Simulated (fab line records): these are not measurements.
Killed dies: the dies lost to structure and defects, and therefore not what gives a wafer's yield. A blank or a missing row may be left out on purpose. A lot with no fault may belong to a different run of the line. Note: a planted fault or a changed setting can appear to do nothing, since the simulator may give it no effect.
The tool behind it: which one? + flow n5-finfet + 11 lots, 33 wafers sampled, at 5 steps of a route of 1938

## WHAT THE GAUGES SHOWED, per wafer
N5_BEOL_M4_RC_MEAS_101.
| lot  | measured     | on        | DIBL_N (mV/V)  |
|------|--------------|-----------|----------------|
| L816 | day 8 19:38  | prober-01 | 37.7 32.4 36.1 |
| L817 | day 8 22:56  | prober-02 | 38.7 35.8 34.1 |
| L818 | day 9 10:14  | prober-02 | 36.0 37.9 35.0 |
| L819 | day 10 00:26 | prober-02 | 37.3 39.4 37.5 |
| L824 | day 10 19:43 | prober-02 | 35.7 38.2 34.0 |
| L825 | day 11 00:59 | prober-01 | 38.3 37.0 35.7 |
| L826 | day 11 19:04 | prober-02 | 39.2 37.0 38.2 |
| L830 | day 12 17:26 | prober-01 | 39.9 40.3 36.9 |
| L832 | day 12 22:56 | prober-01 | 33.3 34.7 34.8 |
| L831 | day 12 22:01 | prober-01 | 36.6 35.4 39.7 |
| L835 | day 14 06:01 | prober-01 | 38.4 37.4 37.3 |

## TOOL THAT RAN EACH LOT (tool first, then ch and the chambers of the sampled wafers, then the start)
| lot  | N5_BEOL_M2_ANNEAL_91         | N5_BEOL_M2_SPUTTER_94        | N5_BEOL_M2_SPUTTER_96        | N5_BEOL_M3_COAT_61                |
|------|------------------------------|------------------------------|------------------------------|-----------------------------------|
| L816 | pvd-sputter-01, day 7 16:15  | pvd-sputter-01, day 7 16:39  | pvd-sputter-01, day 7 16:52  | litho-track-02 ch 0, day 7 18:55  |
| L817 | pvd-sputter-01, day 7 22:38  | pvd-sputter-01, day 7 23:00  | pvd-sputter-01, day 7 23:13  | litho-track-03 ch 0, day 8 01:14  |
| L818 | pvd-sputter-03, day 8 10:28  | pvd-sputter-03, day 8 10:49  | pvd-sputter-03, day 8 11:02  | litho-track-03 ch 0, day 8 12:54  |
| L819 | pvd-sputter-03, day 8 15:01  | pvd-sputter-03, day 8 15:22  | pvd-sputter-03, day 8 15:35  | litho-track-02 ch 0, day 8 18:22  |
| L824 | pvd-sputter-01, day 9 09:50  | pvd-sputter-01, day 9 10:11  | pvd-sputter-01, day 9 10:25  | litho-track-02 ch 0, day 9 15:05  |
| L825 | pvd-sputter-02, day 9 15:45  | pvd-sputter-02, day 9 16:07  | pvd-sputter-02, day 9 16:20  | litho-track-03 ch 0, day 9 18:59  |
| L826 | pvd-sputter-03, day 10 06:05 | pvd-sputter-03, day 10 06:27 | pvd-sputter-03, day 10 06:40 | litho-track-02 ch 0, day 10 08:28 |
| L830 | pvd-sputter-03, day 11 03:01 | pvd-sputter-03, day 11 03:22 | pvd-sputter-03, day 11 03:35 | litho-track-03 ch 0, day 11 05:16 |
| L832 | pvd-sputter-03, day 11 19:58 | pvd-sputter-03, day 11 20:20 | pvd-sputter-03, day 11 20:33 | litho-track-02 ch 0, day 11 22:52 |
| L831 | pvd-sputter-01, day 11 21:21 | pvd-sputter-01, day 11 21:43 | pvd-sputter-01, day 11 21:56 | litho-track-01 ch 0, day 11 23:43 |
| L835 | pvd-sputter-03, day 12 17:28 | pvd-sputter-03, day 12 17:49 | pvd-sputter-03, day 12 18:02 | litho-track-02 ch 0, day 12 21:23 |
- N5_BEOL_M2_ANNEAL_91: time 240 s.
- N5_BEOL_M2_SPUTTER_94: material Cu, target thk 4.5 nm, time 8.29 s.
- N5_BEOL_M2_SPUTTER_96: material Cu, target thk 4.5 nm, time 8.29 s.
- N5_BEOL_M3_COAT_61: time 60 s, resist thk 60 nm.

## THE ANSWER, worked out from the rows above alone
Rule: what is usual is taken from the lots themselves. Put in order of their means at a reading, lots are off if they are a third of the lots or fewer, leave a main group of 4 or more, and stand apart from it by a gap of 3 or more times the standard deviation of the main group's means; of several such gaps the widest counts. If all means in a main group match to the digits the tables above print for the reading, that group is not used. A lot without any number at a reading at which 4 lots or more have one is off too. All remaining lots with rows at the step are treated as sound.
No lot is off on any of the readings shown, so nothing can be concluded from this.

## WHAT HAD BEEN PUT IN BY THE SIMULATOR
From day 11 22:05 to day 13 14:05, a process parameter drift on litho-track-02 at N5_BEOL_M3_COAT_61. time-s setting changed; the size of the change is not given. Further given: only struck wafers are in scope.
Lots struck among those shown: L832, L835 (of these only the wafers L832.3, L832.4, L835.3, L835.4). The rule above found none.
